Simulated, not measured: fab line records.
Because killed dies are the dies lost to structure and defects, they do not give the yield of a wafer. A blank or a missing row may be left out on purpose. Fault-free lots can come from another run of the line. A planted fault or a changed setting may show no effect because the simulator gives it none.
fab line records	flow n5_finfet	part 2 of 2: steps 7 to 7 of 7
[record] lots = 8	wafers = 24	last_day = 18
route steps=1938 shown SD_EPI_P@307 SD_ACTIVATION@330 ILD0@335 BEOL_M4@1111 PASSIVATION@1936
lots that met no fault: from a run of the same line without faults
start_h: start of the lot's first displayed wafer, in hours after the record's first day	wait_h: hours from the lot's prior step to this one	" unchanged from the row above	L1.1+2: a single row standing in for several wafers	- value missing, or start not given	* or withheld: withheld	< > ~ a bound
route shown NAME@n: a module of which the file shows steps, and the number in the route of the first	usual: mean and standard deviation over wafers with no fault	same: alike in all rows	chamber/n: place in a boat	sites: the reading at each site	_std_site: the standard deviation of these	_edge_site: the outer-site mean with the inner-site mean subtracted	radius_mm: how far each site lies from the wafer's centre	mask NAME#n: copy n	behind: tool/chamber where the wafer was last shaped	hold: why the lot was held/for how many hours/how that ended	device: whichever transistor did not switch (one of n, p or np)	end of line: the route-end tests of the same wafers	for a step that has no rows: nothing shown but its recipe	killed: not the wafer's yield, but the dies lost to structure and defects at the first sort	map: shows each die of a wafer: x if killed, . if not, _ if none is there
set.NAME: setting as actually run; set.NAME@STEP: the setting as run at that earlier step	model.NAME: the simulator's own value behind a step, which no gauge read
a sample of lots followed through the steps of the route, with each step as a table and each wafer as a row
services: from which hour (start_h, from the record's first day; less than 0 if before it) a tool's chamber was out of use, for how many hours, and why
[[steps]]
[step N5_PASSIVATION_PROBE_49]
[usual] defect_limited_yield = 91.6/1.4	killed_at_M0_to_M3 = 32/9.5	killed_at_M4_up = 13/6	killed_at_contacts = 12/5.6	killed_at_front_end = 39/11	killed_at_other = 2.8/2.3	killed_dies = 99/16	killed_open = 65/12	killed_short = 32/7.6	sort_bin_5_function = 4.8/0.88	sort_bin_6_memory = 3.2/0.65	sort_bin_8_speed = 0.2/2	sort_n_pass = 1077/29	sort_yield_pct = 91.2/2.5
[same] gross_dies = 1180	killed_at_back_side = 0	sort_bin_4_leakage[%] = 0
lot.wafer	tool	chamber	start_h	wait_h	defect_limited_yield[%]	killed_at_M0_to_M3	killed_at_M4_up	killed_at_contacts	killed_at_front_end	killed_at_other	killed_dies	killed_open	killed_short	sort_bin_5_function[%]	sort_bin_6_memory[%]	sort_bin_8_speed[%]	sort_n_pass	sort_yield_pct[%]
L459.1	prober-02	-	299.46	0.0	90.2	44	13	20	37	2	116	79	36	5.8	3.7	0	1064	90.2
L459.4	prober-02	-	299.61	0.2	90.0	27	9	15	64	3	118	77	40	5.9	4.0	0	1062	90.0
L459.5	prober-02	-	299.66	0.2	91.0	51	10	11	33	1	106	54	50	5.7	3.1	0	1074	91.0
L466.2	prober-01	-	320.65	0.1	94.9	20	6	11	20	3	60	35	22	2.8	2.2	91.7	38	3.2
L466.5	prober-01	-	320.80	0.2	91.7	34	7	13	43	1	98	61	29	4.8	2.6	91.7	0	0
L466.6	prober-01	-	320.85	0.3	93.5	37	6	8	25	1	77	52	24	3.6	2.9	88.1	63	5.3
L465.2	prober-02	-	322.64	0.1	91.2	53	11	11	29	0	104	63	41	4.9	3.6	0	1076	91.2
L465.3	prober-02	-	322.69	0.1	91.2	34	11	7	50	2	104	70	32	4.7	4.0	0	1076	91.2
L465.5	prober-02	-	322.79	0.2	91.9	33	8	12	40	3	96	66	30	4.7	3.1	0	1084	91.9
L467.1	prober-02	-	333.58	0.0	87.7	36	12	25	70	2	145	84	60	7.8	3.8	87.5	3	0.3
L467.2	prober-02	-	333.63	0.1	90.2	32	19	25	35	5	116	78	38	5.9	3.7	73.1	201	17.0
L467.3	prober-02	-	333.68	0.1	92.9	25	7	16	30	6	84	52	29	4.0	3.0	92.8	1	0.1
L468.4	prober-01	-	335.43	0.2	89.4	36	20	12	54	3	125	72	52	6.8	3.2	88.6	9	0.8
L468.5	prober-01	-	335.48	0.2	91.9	36	15	18	23	3	95	62	31	5.1	2.6	91.9	0	0
L468.6	prober-01	-	335.53	0.3	87.7	37	26	13	56	13	145	83	48	6.2	4.5	85.1	31	2.6
L480.1	prober-02	-	411.86	0.0	92.5	38	17	11	23	0	89	68	20	4.7	2.7	0	1091	92.5
L480.3	prober-02	-	411.96	0.1	93.0	32	10	14	27	0	83	64	19	4.0	2.8	0	1097	93.0
L480.5	prober-02	-	412.06	0.2	91.1	34	16	11	43	1	105	71	33	5.3	3.5	0	1075	91.1
L481.1	prober-01	-	418.94	0.0	94.3	24	8	15	19	1	67	46	20	3.4	2.3	0	1113	94.3
L481.2	prober-01	-	418.99	0.1	92.7	25	14	12	33	2	86	57	26	3.4	3.0	0	1094	92.7
L481.5	prober-01	-	419.14	0.2	91.4	23	23	24	31	0	101	63	37	5.5	2.8	0	1079	91.4
L482.1	prober-02	-	422.93	0.0	91.6	21	25	4	40	9	99	65	33	4.8	3.1	0	1081	91.6
L482.2	prober-02	-	422.98	0.1	89.6	29	20	12	55	7	123	75	41	5.9	4.0	0	1057	89.6
L482.4	prober-02	-	423.08	0.2	91.6	33	9	7	49	1	99	56	37	4.6	2.8	0	1081	91.6
// killed by level:class
L459.1 MOL_CONTACT_COAG:geometric_particle:open=17 BEOL_M0_SAQP:geometric_particle:short=12 BEOL_M2:geometric_particle:open=11 FIN_SAQP:geometric_particle:open=10 DUMMY_GATE:geometric_particle:open=10 BEOL_M0_SAQP:geometric_particle:open=6 BEOL_M5:geometric_particle:open=5 BEOL_M3:geometric_particle:open=5
L459.4 STI_FIN_REVEAL:geometric_particle:open=20 MOL_CONTACT_COAG:geometric_particle:open=14 FIN_SAQP:geometric_particle:open=11 GATE_CUT:geometric_particle:short=7 BEOL_M1:geometric_particle:short=6 DUMMY_GATE:geometric_particle:open=5 ILD0:geometric_particle:short=5 BEOL_M0_SAQP:geometric_particle:open=5
L459.5 BEOL_M0_SAQP:geometric_particle:short=22 BEOL_M0_SAQP:geometric_particle:open=16 FIN_SAQP:geometric_particle:short=10 MOL_CONTACT_COAG:geometric_particle:open=8 BEOL_M1:geometric_particle:short=8 STARTING-WAFER:geometric_particle:open=5 FIN_SAQP:geometric_particle:open=4 STI_FIN_REVEAL:geometric_particle:open=3
L466.2 MOL_CONTACT_COAG:geometric_particle:open=9 BEOL_M3:geometric_particle:short=5 ILD0:geometric_particle:open=4 BEOL_M2:geometric_particle:open=4 FIN_SAQP:geometric_particle:short=3 DUMMY_GATE:geometric_particle:open=3 BEOL_M0_SAQP:geometric_particle:short=3 BEOL_M6:geometric_particle:open=3
L466.5 FIN_SAQP:geometric_particle:open=14 MOL_CONTACT_COAG:geometric_particle:open=11 BEOL_M0_SAQP:geometric_particle:open=10 BEOL_M0_SAQP:geometric_particle:short=9 FIN_SAQP:geometric_particle:short=7 BEOL_M3:geometric_particle:open=7 HKMG_FIN:area_etch=7 DUMMY_GATE:geometric_particle:open=5
L466.6 BEOL_M3:geometric_particle:short=9 MOL_CONTACT_COAG:geometric_particle:open=7 BEOL_M0_SAQP:geometric_particle:short=7 BEOL_M3:geometric_particle:open=6 FIN_SAQP:geometric_particle:open=5 STI_FIN_REVEAL:geometric_particle:open=5 BEOL_M0_SAQP:geometric_particle:open=5 BEOL_M2:geometric_particle:open=4
L465.2 BEOL_M1:geometric_particle:open=13 BEOL_M2:geometric_particle:open=12 MOL_CONTACT_COAG:geometric_particle:open=9 BEOL_M0_SAQP:geometric_particle:short=8 BEOL_M3:geometric_particle:short=7 FIN_SAQP:geometric_particle:short=6 ILD0:geometric_particle:short=6 BEOL_M0_SAQP:geometric_particle:open=6
L465.3 STI_FIN_REVEAL:geometric_particle:open=14 FIN_SAQP:geometric_particle:open=10 FIN_SAQP:geometric_particle:short=9 BEOL_M3:geometric_particle:open=8 BEOL_M0_SAQP:geometric_particle:short=7 BEOL_M2:geometric_particle:open=6 BEOL_M1:geometric_particle:open=5 DUMMY_GATE:geometric_particle:open=5
L465.5 STI_FIN_REVEAL:geometric_particle:open=11 BEOL_M3:geometric_particle:open=11 MOL_CONTACT_COAG:geometric_particle:open=9 FIN_SAQP:geometric_particle:open=5 BEOL_M2:geometric_particle:open=5 BEOL_M0_SAQP:geometric_particle:open=4 FIN_SAQP:geometric_particle:short=3 FIN_CUT:geometric_particle:short=3
L467.1 FIN_SAQP:geometric_particle:open=23 FIN_SAQP:geometric_particle:short=13 MOL_CONTACT_COAG:geometric_particle:open=13 MOL_CONTACT_COAG:geometric_particle:short=12 BEOL_M3:geometric_particle:open=9 GATE_CUT:geometric_particle:short=8 BEOL_M0_SAQP:geometric_particle:short=8 BEOL_M4:geometric_particle:open=7
L467.2 MOL_CONTACT_COAG:geometric_particle:open=19 FIN_SAQP:geometric_particle:short=8 BEOL_M3:geometric_particle:open=8 BEOL_M2:geometric_particle:open=7 MOL_CONTACT_COAG:geometric_particle:short=6 BEOL_M0_SAQP:geometric_particle:open=6 DUMMY_GATE:geometric_particle:open=5 BEOL_M4:geometric_particle:open=5
L467.3 MOL_CONTACT_COAG:geometric_particle:open=13 FIN_SAQP:geometric_particle:short=7 FIN_SAQP:geometric_particle:open=6 BEOL_M3:geometric_particle:open=6 STI_FIN_REVEAL:geometric_particle:open=5 BEOL_M0_SAQP:geometric_particle:open=4 MOL_CONTACT_COAG:geometric_particle:short=3 BEOL_M2:geometric_particle:open=3
L468.4 BEOL_M0_SAQP:geometric_particle:short=18 FIN_SAQP:geometric_particle:open=12 BEOL_M0_SAQP:geometric_particle:open=12 BEOL_M4:geometric_particle:open=11 FIN_SAQP:geometric_particle:short=10 MOL_CONTACT_COAG:geometric_particle:open=10 GATE_CUT:geometric_particle:short=6 STI_FIN_REVEAL:geometric_particle:open=5
L468.5 MOL_CONTACT_COAG:geometric_particle:open=16 BEOL_M0_SAQP:geometric_particle:open=14 BEOL_M0_SAQP:geometric_particle:short=13 FIN_SAQP:geometric_particle:short=6 STI_FIN_REVEAL:geometric_particle:open=5 BEOL_M4:geometric_particle:open=5 FIN_SAQP:geometric_particle:open=4 BEOL_M4:geometric_particle:short=4
L468.6 BEOL_M4:geometric_particle:open=14 BEOL_M0_SAQP:geometric_particle:open=13 BEOL_M0_SAQP:geometric_particle:short=12 FIN_SAQP:geometric_particle:open=11 MOL_CONTACT_COAG:geometric_particle:open=10 HKMG_FIN:area_etch=10 FIN_SAQP:geometric_particle:short=9 BEOL_M1:geometric_particle:open=6
L480.1 MOL_CONTACT_COAG:geometric_particle:open=11 BEOL_M4:geometric_particle:open=10 BEOL_M0_SAQP:geometric_particle:open=9 BEOL_M0:geometric_particle:open=8 BEOL_M0_SAQP:geometric_particle:short=7 BEOL_M2:geometric_particle:open=7 DUMMY_GATE:geometric_particle:open=5 STI_FIN_REVEAL:geometric_particle:open=4
L480.3 MOL_CONTACT_COAG:geometric_particle:open=13 FIN_SAQP:geometric_particle:open=9 BEOL_M0_SAQP:geometric_particle:open=9 BEOL_M4:geometric_particle:open=5 STI_FIN_REVEAL:geometric_particle:open=4 BEOL_M0:geometric_particle:open=4 BEOL_M1:geometric_particle:short=4 BEOL_M3:geometric_particle:open=4
L480.5 STI_FIN_REVEAL:geometric_particle:open=17 BEOL_M3:geometric_particle:open=12 BEOL_M4:geometric_particle:open=8 BEOL_M0_SAQP:geometric_particle:short=7 MOL_CONTACT_COAG:geometric_particle:open=6 FIN_SAQP:geometric_particle:short=5 STI_FIN_REVEAL:geometric_particle:short=5 MOL_CONTACT_COAG:geometric_particle:short=5
L481.1 MOL_CONTACT_COAG:geometric_particle:open=13 BEOL_M1:geometric_particle:open=7 BEOL_M3:geometric_particle:short=5 BEOL_M4:geometric_particle:open=4 FIN_SAQP:geometric_particle:open=3 STI_FIN_REVEAL:geometric_particle:open=3 GATE_CUT:geometric_particle:open=3 GATE_CUT:geometric_particle:short=3
L481.2 MOL_CONTACT_COAG:geometric_particle:open=9 DUMMY_GATE:geometric_particle:open=7 BEOL_M3:geometric_particle:open=7 BEOL_M4:geometric_particle:open=7 GATE_CUT:geometric_particle:short=5 BEOL_M0_SAQP:geometric_particle:open=5 BEOL_M2:geometric_particle:open=5 STARTING-WAFER:geometric_particle:short=4
L481.5 MOL_CONTACT_COAG:geometric_particle:open=18 FIN_SAQP:geometric_particle:short=10 BEOL_M4:geometric_particle:open=8 BEOL_M5:geometric_particle:open=7 MOL_CONTACT_COAG:geometric_particle:short=6 BEOL_M0_SAQP:geometric_particle:open=6 DUMMY_GATE:geometric_particle:open=5 BEOL_M0_SAQP:geometric_particle:short=5
L482.1 FIN_SAQP:geometric_particle:open=13 BEOL_M4:geometric_particle:open=12 BEOL_M1:geometric_particle:open=6 FIN_SAQP:geometric_particle:short=4 STI_FIN_REVEAL:geometric_particle:open=4 ILD0:geometric_particle:short=4 BEOL_M4:geometric_particle:short=4 MOL_CONTACT_COAG:geometric_particle:short=3
L482.2 FIN_SAQP:geometric_particle:open=11 BEOL_M4:geometric_particle:open=9 MOL_CONTACT_COAG:geometric_particle:open=9 STI_FIN_REVEAL:geometric_particle:open=8 BEOL_M0_SAQP:geometric_particle:open=7 BEOL_M0_SAQP:geometric_particle:short=6 STARTING-WAFER:geometric_particle:short=5 HKMG_FIN:area_etch=5
L482.4 FIN_SAQP:geometric_particle:short=10 BEOL_M0_SAQP:geometric_particle:short=10 FIN_SAQP:geometric_particle:open=6 BEOL_M2:geometric_particle:open=6 DUMMY_GATE:geometric_particle:open=6 HKMG_FIN:area_etch=6 BEOL_M1:geometric_particle:open=5 STI_FIN_REVEAL:geometric_particle:open=4
[[services]]
tool	chamber	start_h	hours	kind
ald_sin-04	2	35.74	6.9	repair
rie_diel-01	-	44.12	14.6	pm
rie_diel-04	3	63.58	3.9	repair
ald_sin-01	-	67.11	6.0	pm
rie_diel-01	3	74.90	5.1	repair
ald_sin-02	-	85.25	14.0	pm
ald_sin-02	0	85.25	14.0	vent_cycle
ald_sin-02	1	85.25	14.0	vent_cycle
ald_sin-02	2	85.25	14.0	vent_cycle
ald_sin-02	3	85.25	14.0	vent_cycle
ald_sin-02	0	99.25	-	clean
ald_sin-02	1	99.25	-	clean
ald_sin-02	2	99.25	-	clean
ald_sin-02	3	99.25	-	clean
ald_sin-04	0	100.88	8.9	repair
rie_diel-04	-	146.76	2.8	pm
rie_diel-04	2	163.49	3.9	repair
[[key]]
[first_sign] step = N5_SD_ACTIVATION_RTA_00	reading = lamp_zone_2_pct	direction = down	sigmas = 40	usual = *	struck = *
[effect] step = N5_SD_ACTIVATION_RTA_00	reading = lamp_zone_6_pct	direction = down	sigmas = 39	usual = *	struck = *
[effect] step = N5_SD_ACTIVATION_RS_MEAS_03	reading = RS_SD_N	direction = up	sigmas = 3.8	usual = 21.88	struck = 22.97
[effect] step = N5_BEOL_M4_RC_MEAS_101	reading = REXT_N	direction = up	sigmas = 18	usual = 74.9	struck = 102.9
[effect] step = N5_BEOL_M4_RC_MEAS_101	reading = REXT_P	direction = up	sigmas = 6.9	usual = 100.7	struck = 115.6
[effect] step = N5_BEOL_M4_RC_MEAS_101	reading = ION_N	direction = down	sigmas = 5.4	usual = 674	struck = 598
[effect] step = N5_BEOL_M4_RC_MEAS_101	reading = VT_N	direction = up	sigmas = 4.1	usual = 250	struck = 265
[effect] step = N5_BEOL_M4_RC_MEAS_101	reading = VT_N_LVT	direction = up	sigmas = 4	usual = 98	struck = 113
[effect] step = N5_BEOL_M4_RC_MEAS_101	reading = DIBL_N	direction = down	sigmas = 3.5	usual = 37.1	struck = 28.7
[effect] step = N5_BEOL_M4_RC_MEAS_101	reading = RS_SD_N	direction = up	sigmas = 3.3	usual = 28.4	struck = 29.6
[effect] step = N5_BEOL_M4_RC_MEAS_101	reading = ION_P	direction = down	sigmas = 2.8	usual = 459	struck = 433
[effect] step = N5_BEOL_M4_RC_MEAS_101	reading = VT_P_LVT	direction = down	sigmas = 2.8	usual = -99	struck = -108	wafers_moved = 8
[effect] step = N5_BEOL_M4_RC_MEAS_101	reading = VT_P	direction = down	sigmas = 2.3	usual = -251	struck = -260
[effect] step = N5_BEOL_M4_RC_MEAS_101	reading = IOFF_N	direction = down	sigmas = 2.2	usual = 0.18	struck = 0.07	wafers_moved = 2
[effect] step = N5_BEOL_M4_RC_MEAS_101	reading = SS_N	direction = down	sigmas = 2	usual = 72.1	struck = 70.2	wafers_moved = 3
[effect] step = N5_PASSIVATION_PROBE_49	reading = sort_bin_8_speed	direction = up	sigmas = 44	usual = 0.2	struck = 87.8
met_at N5_SD_ACTIVATION_RTA_00
struck_lots L466,L467,L468
[baseline_loss] step = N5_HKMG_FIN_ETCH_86	wafers = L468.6
not_acting_at N5_SD_EPI_P_ETCH_36,N5_SD_EPI_P_ETCH_37,N5_ILD0_LINER_00
onset_between 95.06 102.59
[fault] kind = process_parameter_drift	tool = rtp_anneal-01	chamber = -	onset_h = 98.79	steps = N5_SD_ACTIVATION_RTA_00	channel = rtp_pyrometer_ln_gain	offset = 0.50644	shape = step	end_h = 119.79
// baseline_loss: these wafers lose ten dies or more at that step, a loss of the line's own and not of a fault; the sort's usual values leave them out
